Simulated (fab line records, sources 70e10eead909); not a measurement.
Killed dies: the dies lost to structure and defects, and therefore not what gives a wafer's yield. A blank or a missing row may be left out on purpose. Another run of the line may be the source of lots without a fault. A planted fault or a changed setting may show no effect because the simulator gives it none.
fab line records :: flow nandHarc :: part 2 of 2: steps 19 to 29 of 29
record
  lots=5
  wafers=15
  lastDay=31
route steps=1302 shown A_CHANNEL_HOLE_D1@470 A_CHANNEL_FILL_D1@490
lots with no fault: from the same line, run without faults
startH: hours from the record's first day to the start of the lot's first wafer shown :: waitH: how many hours have passed since the lot's step before this one :: " unchanged from the row above :: L1.1+2: several wafers, shown together as one row :: - no value, or no start given :: * or withheld: withheld :: < > ~ a bound
route shown NAME@n: a module of which the file shows steps, and the number in the route of the first :: usual: mean/standard deviation of fault-free wafers :: same: alike in all rows :: chamber/n: place in a boat :: sites: per-site readings :: _std_site: their standard deviation :: _edge_site: mean of outer sites minus mean of inner sites :: radiusMm: how far each site lies from the wafer's centre :: mask NAME#n: copy n :: behind: tool/chamber where the wafer was last shaped :: hold: why the lot went on hold/how many hours it stayed there/how the hold came to an end :: device: transistor that didn't switch, given as n, p or np :: end of line: the tests these same wafers got at the end of their route :: a step with no rows: only its recipe :: killed: dies lost to structure and defects at the first sort, not the wafer's yield :: map: per-die view of a wafer (x killed, . not killed, _ where there is no die)
set.NAME: the setting that was run; set.NAME@STEP: the one run at that earlier step :: model.NAME: the simulator's own value behind a step, which no gauge read
lots at some steps of the route; a table a step, a row a wafer
services: a tool's chamber out of use, with start hour (startH, from the record's first day; less than 0 if before it), hours out, and reason
## steps
# step NHARC_A_CHANNEL_HOLE_D1_XSEM_31
# recipe
  landingEnergyEv=35000
# usual
  botCdNm=75.4/1.9
  bowNm=8.63/0.23
  tiltDeg=0.08/0.034
lot.wafer: L074.2
tool: xsem-01
chamber: 0
startH: 189.91
waitH: 0.1
botCdNm: 74.9
bowNm: 8.70
tiltDeg: 0.07

lot.wafer: L074.3
tool: xsem-01
chamber: 0
startH: 189.91
waitH: 0.1
botCdNm: 77.6
bowNm: 8.74
tiltDeg: 0.07

lot.wafer: L074.5
tool: xsem-01
chamber: 0
startH: 189.91
waitH: 0.1
botCdNm: 73.8
bowNm: 8.77
tiltDeg: 0.07

lot.wafer: L077.1
tool: xsem-01
chamber: 0
startH: 216.36
waitH: 0.1
botCdNm: 76.6
bowNm: 8.34
tiltDeg: 0.11

lot.wafer: L077.4
tool: xsem-01
chamber: 0
startH: 216.36
waitH: 0.1
botCdNm: 76.7
bowNm: 8.44
tiltDeg: 0.11

lot.wafer: L077.5
tool: xsem-01
chamber: 0
startH: 216.36
waitH: 0.1
botCdNm: 75.8
bowNm: 8.39
tiltDeg: 0.11

lot.wafer: L081.1
tool: xsem-02
chamber: 0
startH: 259.16
waitH: 0.1
botCdNm: 74.3
bowNm: 8.41
tiltDeg: 0.08

lot.wafer: L081.5
tool: xsem-02
chamber: 0
startH: 259.16
waitH: 0.1
botCdNm: 73.6
bowNm: 8.36
tiltDeg: 0.08

lot.wafer: L081.6
tool: xsem-02
chamber: 0
startH: 259.16
waitH: 0.1
botCdNm: 73.9
bowNm: 8.38
tiltDeg: 0.08

lot.wafer: L083.3
tool: xsem-02
chamber: 0
startH: 274.87
waitH: 0.1
botCdNm: 75.6
bowNm: 8.76
tiltDeg: 0.07

lot.wafer: L083.5
tool: xsem-02
chamber: 0
startH: 274.87
waitH: 0.1
botCdNm: 77.8
bowNm: 8.71
tiltDeg: 0.07

lot.wafer: L083.6
tool: xsem-02
chamber: 0
startH: 274.87
waitH: 0.1
botCdNm: 74.6
bowNm: 8.73
tiltDeg: 0.07

lot.wafer: L091.1
tool: xsem-02
chamber: 0
startH: 356.78
waitH: 0.1
botCdNm: 76.6
bowNm: 8.87
tiltDeg: 0.12

lot.wafer: L091.3
tool: xsem-02
chamber: 0
startH: 356.78
waitH: 0.1
botCdNm: 74.2
bowNm: 8.75
tiltDeg: 0.12

lot.wafer: L091.6
tool: xsem-02
chamber: 0
startH: 356.78
waitH: 0.1
botCdNm: 77.7
bowNm: 8.88
tiltDeg: 0.12
# step NHARC_A_CHANNEL_HOLE_D1_INSPECT_40
# usual
  rawDefectCount=65/28
lot.wafer: L074.2
tool: defectInspect-02
chamber: -
startH: 190.02
waitH: -
rawDefectCount: 105

lot.wafer: L074.3
tool: defectInspect-02
chamber: -
startH: 190.02
waitH: -
rawDefectCount: 86

lot.wafer: L074.5
tool: defectInspect-02
chamber: -
startH: 190.02
waitH: -
rawDefectCount: 128

lot.wafer: L077.1
tool: defectInspect-01
chamber: -
startH: 216.46
waitH: -
rawDefectCount: 94

lot.wafer: L077.4
tool: defectInspect-01
chamber: -
startH: 216.46
waitH: -
rawDefectCount: 56

lot.wafer: L077.5
tool: defectInspect-01
chamber: -
startH: 216.46
waitH: -
rawDefectCount: 48

lot.wafer: L081.1
tool: defectInspect-01
chamber: -
startH: 259.25
waitH: -
rawDefectCount: 92

lot.wafer: L081.5
tool: defectInspect-01
chamber: -
startH: 259.25
waitH: -
rawDefectCount: 92

lot.wafer: L081.6
tool: defectInspect-01
chamber: -
startH: 259.25
waitH: -
rawDefectCount: 80

lot.wafer: L083.3
tool: defectInspect-01
chamber: -
startH: 274.96
waitH: -
rawDefectCount: 62

lot.wafer: L083.5
tool: defectInspect-01
chamber: -
startH: 274.96
waitH: -
rawDefectCount: 33

lot.wafer: L083.6
tool: defectInspect-01
chamber: -
startH: 274.96
waitH: -
rawDefectCount: 31

lot.wafer: L091.1
tool: defectInspect-01
chamber: -
startH: 356.88
waitH: -
rawDefectCount: 113

lot.wafer: L091.3
tool: defectInspect-01
chamber: -
startH: 356.88
waitH: -
rawDefectCount: 101

lot.wafer: L091.6
tool: defectInspect-01
chamber: -
startH: 356.88
waitH: -
rawDefectCount: 142
# step NHARC_A_CHANNEL_FILL_D1_PRECLEAN_00
# recipe
  timeS=*
  tempC=50
  bathAgeMin=0
  chemistry=SC1
lot.wafer: L074.2+3+5
tool: wetBench-06
chamber: 2,3,6
startH: 190.07
waitH: 0.0

lot.wafer: L077.4+1+5
tool: wetBench-06
chamber: 7,1,2
startH: 216.52
waitH: 0.1

lot.wafer: L081.5+6+1
tool: wetBench-09
chamber: 3,4,6
startH: 259.30
waitH: 0.0

lot.wafer: L083.3+6+5
tool: wetBench-06
chamber: 2,3,4
startH: 275.02
waitH: 0.1

lot.wafer: L091.6+3+1
tool: wetBench-06
chamber: 4,5,0
startH: 356.93
waitH: 0.1
# step NHARC_A_CHANNEL_FILL_D1_SRD_01
lot.wafer: L074.2+3+5
tool: wetBench-06
chamber: 2,3,6
startH: -
waitH: -

lot.wafer: L077.4+1+5
tool: wetBench-06
chamber: 7,1,2
startH: -
waitH: -

lot.wafer: L081.5+6+1
tool: wetBench-09
chamber: 3,4,6
startH: 259.37
waitH: 0.1

lot.wafer: L083.3+6+5
tool: wetBench-06
chamber: 2,3,4
startH: -
waitH: -

lot.wafer: L091.6+3+1
tool: wetBench-06
chamber: 4,5,0
startH: -
waitH: -
# step NHARC_A_CHANNEL_FILL_D1_ALD_02
# recipe
  targetThkA=60
  pulseTimeS=10
  aldCycles=60
  tempC=300
  material=SiO2
# usual
  heaterPowerW=437/50
  precursorPulseHeightRel=0.997/0.022
# same
  pulseTimeS=10
lot.wafer: L074.3
tool: aldHk-03
chamber: 3
startH: 190.28
waitH: -
heaterPowerW: 456
precursorPulseHeightRel: 1.023
sinceWetCleanH: 145

lot.wafer: L074.2
tool: aldHk-03
chamber: 0
startH: 190.28
waitH: -
heaterPowerW: 509
precursorPulseHeightRel: 0.977
sinceWetCleanH: 145

lot.wafer: L074.5
tool: aldHk-03
chamber: 2
startH: 190.28
waitH: -
heaterPowerW: 386
precursorPulseHeightRel: 0.994
sinceWetCleanH: -

lot.wafer: L077.1
tool: aldHk-01
chamber: 2
startH: 216.65
waitH: -
heaterPowerW: 415
precursorPulseHeightRel: 0.971
sinceWetCleanH: 89

lot.wafer: L077.4
tool: aldHk-01
chamber: 0
startH: 216.65
waitH: -
heaterPowerW: 577
precursorPulseHeightRel: 1.018
sinceWetCleanH: 89

lot.wafer: L077.5
tool: aldHk-01
chamber: 2
startH: 216.65
waitH: -
heaterPowerW: 420
precursorPulseHeightRel: 1.023
sinceWetCleanH: -

lot.wafer: L081.1
tool: aldHk-01
chamber: 1
startH: 259.63
waitH: 0.3
heaterPowerW: 426
precursorPulseHeightRel: 0.953
sinceWetCleanH: 132

lot.wafer: L081.6
tool: aldHk-01
chamber: 3
startH: 259.63
waitH: 0.3
heaterPowerW: 399
precursorPulseHeightRel: 1.033
sinceWetCleanH: -

lot.wafer: L081.5
tool: aldHk-01
chamber: 0
startH: 259.63
waitH: 0.3
heaterPowerW: 587
precursorPulseHeightRel: 0.997
sinceWetCleanH: -

lot.wafer: L083.3
tool: aldHk-01
chamber: 0
startH: 275.35
waitH: -
heaterPowerW: 579
precursorPulseHeightRel: 0.988
sinceWetCleanH: 147

lot.wafer: L083.5
tool: aldHk-01
chamber: 0
startH: 275.35
waitH: -
heaterPowerW: 584
precursorPulseHeightRel: 1.049
sinceWetCleanH: -

lot.wafer: L083.6
tool: aldHk-01
chamber: 1
startH: 275.35
waitH: -
heaterPowerW: 416
precursorPulseHeightRel: 1.025
sinceWetCleanH: -

lot.wafer: L091.3
tool: aldHk-03
chamber: 0
startH: 357.07
waitH: -
heaterPowerW: 494
precursorPulseHeightRel: 0.972
sinceWetCleanH: 133

lot.wafer: L091.1
tool: aldHk-03
chamber: 3
startH: 357.07
waitH: -
heaterPowerW: 463
precursorPulseHeightRel: 1.023
sinceWetCleanH: 133

lot.wafer: L091.6
tool: aldHk-03
chamber: 0
startH: 357.07
waitH: -
heaterPowerW: 474
precursorPulseHeightRel: 1.011
sinceWetCleanH: -
# step NHARC_A_CHANNEL_FILL_D1_ALD_03
# recipe
  targetThkA=60
  pulseTimeS=60
  aldCycles=58
  tempC=630
  pressureTorr=2
  material=SiNx
# usual
  precursorPulseHeightRel=0.999/0.019
# same
  pulseTimeS=60
lot.wafer: L074.2
tool: aldSinBatch-02
chamber: 0
startH: -
waitH: -
precursorPulseHeightRel: 1.006

lot.wafer: L074.3
tool: aldSinBatch-02
chamber: 0
startH: -
waitH: -
precursorPulseHeightRel: 0.998

lot.wafer: L074.5
tool: aldSinBatch-02
chamber: 0
startH: -
waitH: -
precursorPulseHeightRel: 0.981

lot.wafer: L077.1
tool: aldSinBatch-03
chamber: 0
startH: -
waitH: -
precursorPulseHeightRel: 0.970

lot.wafer: L077.4
tool: aldSinBatch-03
chamber: 0
startH: -
waitH: -
precursorPulseHeightRel: 1.003

lot.wafer: L077.5
tool: aldSinBatch-03
chamber: 0
startH: -
waitH: -
precursorPulseHeightRel: 1.031

lot.wafer: L081.1
tool: aldSinBatch-01
chamber: 0
startH: -
waitH: -
precursorPulseHeightRel: 0.976

lot.wafer: L081.5
tool: aldSinBatch-01
chamber: 0
startH: -
waitH: -
precursorPulseHeightRel: 0.988

lot.wafer: L081.6
tool: aldSinBatch-01
chamber: 0
startH: -
waitH: -
precursorPulseHeightRel: 1.017

lot.wafer: L083.3
tool: aldSinBatch-01
chamber: 0
startH: -
waitH: -
precursorPulseHeightRel: 1.001

lot.wafer: L083.5
tool: aldSinBatch-01
chamber: 0
startH: -
waitH: -
precursorPulseHeightRel: 1.006

lot.wafer: L083.6
tool: aldSinBatch-01
chamber: 0
startH: -
waitH: -
precursorPulseHeightRel: 1.011

lot.wafer: L091.1
tool: aldSinBatch-02
chamber: 0
startH: -
waitH: -
precursorPulseHeightRel: 1.003

lot.wafer: L091.3
tool: aldSinBatch-02
chamber: 0
startH: -
waitH: -
precursorPulseHeightRel: 0.993

lot.wafer: L091.6
tool: aldSinBatch-02
chamber: 0
startH: -
waitH: -
precursorPulseHeightRel: 0.982
# step NHARC_A_CHANNEL_FILL_D1_ALD_14
# recipe
  targetThkA=25
  pulseTimeS=10
  aldCycles=25
  tempC=300
  material=SiO2
# usual
  heaterPowerW=439/57
  precursorPulseHeightRel=0.999/0.02
# same
  pulseTimeS=10
lot.wafer: L074.3
tool: aldHk-01
chamber: 2
startH: 197.18
waitH: 0.0
heaterPowerW: 411
precursorPulseHeightRel: 1.045
sinceWetCleanH: 69

lot.wafer: L074.2
tool: aldHk-01
chamber: 1
startH: 197.18
waitH: 0.0
heaterPowerW: 406
precursorPulseHeightRel: 0.997
sinceWetCleanH: 69

lot.wafer: L074.5
tool: aldHk-01
chamber: 2
startH: 197.18
waitH: 0.0
heaterPowerW: 412
precursorPulseHeightRel: 1.008
sinceWetCleanH: -

lot.wafer: L077.1
tool: aldHk-01
chamber: 2
startH: 224.58
waitH: 1.0
heaterPowerW: 411
precursorPulseHeightRel: 1.015
sinceWetCleanH: 96

lot.wafer: L077.4
tool: aldHk-01
chamber: 3
startH: 224.58
waitH: 1.0
heaterPowerW: 393
precursorPulseHeightRel: 0.994
sinceWetCleanH: 97

lot.wafer: L077.5
tool: aldHk-01
chamber: 3
startH: 224.58
waitH: 1.0
heaterPowerW: 395
precursorPulseHeightRel: 0.982
sinceWetCleanH: -

lot.wafer: L081.1
tool: aldHk-01
chamber: 0
startH: 267.75
waitH: 1.3
heaterPowerW: 592
precursorPulseHeightRel: 0.995
sinceWetCleanH: 140

lot.wafer: L081.5
tool: aldHk-01
chamber: 1
startH: 267.75
waitH: 1.3
heaterPowerW: 419
precursorPulseHeightRel: 1.013
sinceWetCleanH: -

lot.wafer: L081.6
tool: aldHk-01
chamber: 2
startH: 267.75
waitH: 1.3
heaterPowerW: 416
precursorPulseHeightRel: 1.019
sinceWetCleanH: -

lot.wafer: L083.3
tool: aldHk-01
chamber: 1
startH: 283.73
waitH: 0.0
heaterPowerW: 409
precursorPulseHeightRel: 0.967
sinceWetCleanH: 156

lot.wafer: L083.5
tool: aldHk-01
chamber: 1
startH: 283.73
waitH: 0.0
heaterPowerW: 421
precursorPulseHeightRel: 0.980
sinceWetCleanH: -

lot.wafer: L083.6
tool: aldHk-01
chamber: 2
startH: 283.73
waitH: 0.0
heaterPowerW: 410
precursorPulseHeightRel: 0.984
sinceWetCleanH: -

lot.wafer: L091.3
tool: aldHk-02
chamber: 2
startH: 364.53
waitH: 0.1
heaterPowerW: 418
precursorPulseHeightRel: 1.026
sinceWetCleanH: 3

lot.wafer: L091.1
tool: aldHk-02
chamber: 0
startH: 364.53
waitH: 0.1
heaterPowerW: 404
precursorPulseHeightRel: 1.007
sinceWetCleanH: 3

lot.wafer: L091.6
tool: aldHk-02
chamber: 2
startH: 364.53
waitH: 0.1
heaterPowerW: 423
precursorPulseHeightRel: 0.985
sinceWetCleanH: -
# step NHARC_A_CHANNEL_FILL_D1_ALD_15
# recipe
  targetThkA=20
  pulseTimeS=60
  aldCycles=19
  tempC=630
  pressureTorr=2
  material=SiNx
# usual
  precursorPulseHeightRel=1.001/0.018
# same
  pulseTimeS=60
lot.wafer: L074.2
tool: aldSinBatch-01
chamber: 0
startH: -
waitH: -
precursorPulseHeightRel: 0.988

lot.wafer: L074.3
tool: aldSinBatch-01
chamber: 0
startH: -
waitH: -
precursorPulseHeightRel: 1.009

lot.wafer: L074.5
tool: aldSinBatch-01
chamber: 0
startH: -
waitH: -
precursorPulseHeightRel: 1.012

lot.wafer: L077.1
tool: aldSinBatch-02
chamber: 0
startH: -
waitH: -
precursorPulseHeightRel: 1.007

lot.wafer: L077.4
tool: aldSinBatch-02
chamber: 0
startH: -
waitH: -
precursorPulseHeightRel: 1.028

lot.wafer: L077.5
tool: aldSinBatch-02
chamber: 0
startH: -
waitH: -
precursorPulseHeightRel: 1.010

lot.wafer: L081.1
tool: aldSinBatch-01
chamber: 0
startH: -
waitH: -
precursorPulseHeightRel: 0.990

lot.wafer: L081.5
tool: aldSinBatch-01
chamber: 0
startH: -
waitH: -
precursorPulseHeightRel: 1.016

lot.wafer: L081.6
tool: aldSinBatch-01
chamber: 0
startH: -
waitH: -
precursorPulseHeightRel: 0.996

lot.wafer: L083.3
tool: aldSinBatch-01
chamber: 0
startH: -
waitH: -
precursorPulseHeightRel: 0.990

lot.wafer: L083.5
tool: aldSinBatch-01
chamber: 0
startH: -
waitH: -
precursorPulseHeightRel: 1.007

lot.wafer: L083.6
tool: aldSinBatch-01
chamber: 0
startH: -
waitH: -
precursorPulseHeightRel: 0.998

lot.wafer: L091.1
tool: aldSinBatch-01
chamber: 0
startH: -
waitH: -
precursorPulseHeightRel: 1.016

lot.wafer: L091.3
tool: aldSinBatch-01
chamber: 0
startH: -
waitH: -
precursorPulseHeightRel: 0.991

lot.wafer: L091.6
tool: aldSinBatch-01
chamber: 0
startH: -
waitH: -
precursorPulseHeightRel: 1.004
# step NHARC_A_CHANNEL_FILL_D1_ALD_16
# recipe
  targetThkA=15
  pulseTimeS=10
  aldCycles=15
  tempC=300
  material=SiO2
# usual
  heaterPowerW=442/53
  precursorPulseHeightRel=1.002/0.02
# same
  pulseTimeS=10
lot.wafer: L074.3
tool: aldHk-02
chamber: 3
startH: 202.40
waitH: 0.1
heaterPowerW: 466
precursorPulseHeightRel: 1.016
sinceWetCleanH: 19

lot.wafer: L074.2
tool: aldHk-02
chamber: 0
startH: 202.40
waitH: 0.1
heaterPowerW: 409
precursorPulseHeightRel: 1.036
sinceWetCleanH: 19

lot.wafer: L074.5
tool: aldHk-02
chamber: 2
startH: 202.40
waitH: 0.1
heaterPowerW: 442
precursorPulseHeightRel: 1.030
sinceWetCleanH: -

lot.wafer: L077.4
tool: aldHk-02
chamber: 2
startH: 229.76
waitH: 0.0
heaterPowerW: 440
precursorPulseHeightRel: 1.009
sinceWetCleanH: 47

lot.wafer: L077.1
tool: aldHk-02
chamber: 3
startH: 229.76
waitH: 0.0
heaterPowerW: 458
precursorPulseHeightRel: 1.020
sinceWetCleanH: 47

lot.wafer: L077.5
tool: aldHk-02
chamber: 3
startH: 229.76
waitH: 0.0
heaterPowerW: 446
precursorPulseHeightRel: 1.025
sinceWetCleanH: -

lot.wafer: L081.1
tool: aldHk-01
chamber: 0
startH: 275.19
waitH: 0.7
heaterPowerW: 572
precursorPulseHeightRel: 0.985
sinceWetCleanH: 147

lot.wafer: L081.6
tool: aldHk-01
chamber: 0
startH: 275.19
waitH: 0.7
heaterPowerW: 585
precursorPulseHeightRel: 1.007
sinceWetCleanH: -

lot.wafer: L081.5
tool: aldHk-01
chamber: 1
startH: 275.19
waitH: 0.7
heaterPowerW: 415
precursorPulseHeightRel: 1.012
sinceWetCleanH: -

lot.wafer: L083.3
tool: aldHk-03
chamber: 2
startH: 289.02
waitH: 0.1
heaterPowerW: 384
precursorPulseHeightRel: 1.033
sinceWetCleanH: 64

lot.wafer: L083.6
tool: aldHk-03
chamber: 3
startH: 289.02
waitH: 0.1
heaterPowerW: 479
precursorPulseHeightRel: 0.995
sinceWetCleanH: -

lot.wafer: L083.5
tool: aldHk-03
chamber: 0
startH: 289.02
waitH: 0.1
heaterPowerW: 490
precursorPulseHeightRel: 1.009
sinceWetCleanH: -

lot.wafer: L091.1
tool: aldHk-03
chamber: 2
startH: 372.17
waitH: 2.5
heaterPowerW: 389
precursorPulseHeightRel: 0.995
sinceWetCleanH: 148

lot.wafer: L091.3
tool: aldHk-03
chamber: 3
startH: 372.17
waitH: 2.5
heaterPowerW: 458
precursorPulseHeightRel: 1.037
sinceWetCleanH: 148

lot.wafer: L091.6
tool: aldHk-03
chamber: 2
startH: 372.17
waitH: 2.5
heaterPowerW: 378
precursorPulseHeightRel: 0.953
sinceWetCleanH: -
# step NHARC_A_CHANNEL_FILL_D1_ANNEAL_17
# recipe
  tempC=850
  timeS=1800
lot.wafer: L074.2+3+5
tool: furnace-05
chamber: 0
startH: 205.59
waitH: -

lot.wafer: L077.1+4+5
tool: furnace-03
chamber: 0
startH: 234.62
waitH: 4.8

lot.wafer: L081.1+5+6
tool: furnace-05
chamber: 0
startH: 278.44
waitH: -

lot.wafer: L083.3+5+6
tool: furnace-05
chamber: 0
startH: 292.18
waitH: -

lot.wafer: L091.1+3+6
tool: furnace-03
chamber: 0
startH: 375.70
waitH: 3.5
# step NHARC_A_CHANNEL_FILL_D1_CVD_18
# recipe
  targetThkA=30
  tempC=550
  material=poly-Si
lot.wafer: L074.2+3+5
tool: lpcvdPoly-03
chamber: 0
startH: 212.53
waitH: -

lot.wafer: L077.1+4+5
tool: lpcvdPoly-04
chamber: 0
startH: 241.26
waitH: -

lot.wafer: L081.1+5+6
tool: lpcvdPoly-03
chamber: 0
startH: 284.87
waitH: -

lot.wafer: L083.3+5+6
tool: lpcvdPoly-03
chamber: 0
startH: 298.58
waitH: -

lot.wafer: L091.1+3+6
tool: lpcvdPoly-03
chamber: 0
startH: 382.17
waitH: -
## services
tool: rieDiel-13
chamber: -
startH: 165.07
hours: 9.0
kind: pm

tool: wetBench-06
chamber: -
startH: 167.57
hours: 18.1
kind: repair

tool: aldHk-02
chamber: -
startH: 173.21
hours: 10.0
kind: pm

tool: wetBench-05
chamber: -
startH: 178.42
hours: 2.1
kind: repair

tool: wetBench-06
chamber: -
startH: 193.60
hours: 8.0
kind: pm

tool: aldHk-03
chamber: -
startH: 214.68
hours: 10.0
kind: pm

tool: rieDiel-13
chamber: 1
startH: 215.77
hours: 10.2
kind: repair

tool: aldHk-02
chamber: -
startH: 216.81
hours: 0.7
kind: repair

tool: rieDiel-07
chamber: 1
startH: 240.25
hours: 22.2
kind: repair

tool: rieDiel-06
chamber: 3
startH: 257.68
hours: 4.5
kind: repair

tool: wetBench-05
chamber: -
startH: 260.80
hours: 8.0
kind: pm

tool: aldSinBatch-02
chamber: -
startH: 266.00
hours: 26.0
kind: pm

tool: rieDiel-06
chamber: -
startH: 267.75
hours: 0.9
kind: repair

tool: wetBench-05
chamber: -
startH: 279.88
hours: 5.2
kind: repair

tool: rieDiel-13
chamber: 0
startH: 282.21
hours: 20.6
kind: repair

tool: rieDiel-07
chamber: -
startH: 294.20
hours: 9.0
kind: pm

tool: aldHk-01
chamber: -
startH: 296.17
hours: 10.0
kind: pm

tool: rieDiel-06
chamber: -
startH: 307.20
hours: 9.0
kind: pm

tool: rieDiel-13
chamber: 0
startH: 320.88
hours: 6.4
kind: repair

tool: rieDiel-13
chamber: -
startH: 343.67
hours: 9.0
kind: pm

tool: aldHk-01
chamber: -
startH: 355.66
hours: 0.7
kind: repair

tool: wetBench-06
chamber: -
startH: 369.60
hours: 8.0
kind: pm

tool: rieDiel-07
chamber: 0
startH: 371.17
hours: 6.7
kind: repair

tool: harEtch-02
chamber: -
startH: 377.20
hours: 17.0
kind: pm
